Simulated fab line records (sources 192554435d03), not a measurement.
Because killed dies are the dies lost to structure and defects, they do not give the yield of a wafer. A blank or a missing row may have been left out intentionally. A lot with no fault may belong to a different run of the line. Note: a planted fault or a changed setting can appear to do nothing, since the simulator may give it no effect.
A lot that was struck, set against a sound lot || flow n5-finfet || 14 steps out of a route of 1938
Sound: the wafers L649.2, L649.3, L649.5. Struck: wafers L668.2, L668.5, L668.6. Last of all comes the cause.
At each step with rows: each side's tool, then ch and its chambers, then its first start. Under that, the readings that differ: sound wafers || struck wafers || difference of the means || sigmas: that difference in standard deviations of wafers without a fault.
alike: same words and numbers on both sides, and readings whose means sit less than 2 such deviations apart. not compared: any withheld reading, any reading some wafer has no value for, any bound like >300 that may hide the same value, and any number with overlapping values for which the record gives no deviation.
Wherever a step has rows on one side only, a row that says differs or no value, or a row with sigmas, the two part there. When numbers do not overlap yet have no deviation, they are printed without sigmas and do not part them. Lack of a reading on every wafer of one side parts them only where that side has two or more wafers.

first, 1 step without rows for these wafers: N5_BEOL_M13_PRE_CLEAN_52 (time 15 s).
N5_BEOL_M13_DEP_53: deposits SiCN from 3MS/NH3, target thk 50 nm, time 17.8 s.
  sound on pecvd-02 ch 0,2, day 11 18:39; struck on pecvd-01 ch 0,1, day 16 20:50
  alike: chamber-pressure-Torr, showerhead-plenum-p-Torr, throttle-valve-pct
N5_BEOL_M13_RS_MEAS_54: uses a four-point probe to measure.
  sound on film-metro-02, day 11 18:43; struck on film-metro-01, day 16 20:55
  alike: M13_RS
N5_BEOL_M13_INSPECT_55: inspects for defects (darkfield).
  sound on defect-inspect-01, day 11 18:44; struck on defect-inspect-02, day 16 20:56
  alike: raw-defect-count
N5_BEOL_M14_ILD_DEP_00: deposits SiO2 from TEOS/O2, target thk 1119.3 nm, time 237.4 s.
  sound on pecvd-03 ch 0,2, day 11 18:47; struck on pecvd-02 ch 0,1, day 16 20:58
  alike: chamber-pressure-Torr, heater-power-w, showerhead-plenum-p-Torr, throttle-valve-pct
N5_BEOL_M14_THK_MEAS_01:
  sound on film-metro-02, day 11 18:58; struck on film-metro-01, day 16 21:10
  alike: M14_ILD_THK
then, 6 steps without rows for these wafers: N5_BEOL_M14_COAT_58 (time 60 s, resist thk 89 nm); N5_BEOL_M14_COAT_04 (resist thk 800 nm); N5_BEOL_M14_EBR_06; N5_BEOL_M14_SOFTBAKE_05 (time 60 s); N5_BEOL_M14_EXPOSE_07 (exposes mask V13); N5_BEOL_M14_PEB_08 (peb time 90 s).
N5_BEOL_M14_DEVELOP_09: develop time 45 s.
  struck on litho-track-02, day 16 21:22; sound on litho-track-05 ch 0, day 11 19:11
  no value came back on the struck wafers for chill-plate-temp-C (C), develop-time-s (s); on the sound wafers chill-plate-temp-C (C) reads 23.03 22.97 22.89
{"reading": "model.coat_of_BEOL_M14_COAT_04.thk-nm (nm)", "sound": "791.6 791.6 790.8", "struck": "801.6 801.4 802.4", "difference": "+10.5", "sigmas": ""}
then, 1 step without rows for these wafers: N5_BEOL_M14_HARDBAKE_14 (time 120 s).

## WHERE THEY PART
Only at N5_BEOL_M14_DEVELOP_09, within this record.

WHY: whatever the simulator had introduced
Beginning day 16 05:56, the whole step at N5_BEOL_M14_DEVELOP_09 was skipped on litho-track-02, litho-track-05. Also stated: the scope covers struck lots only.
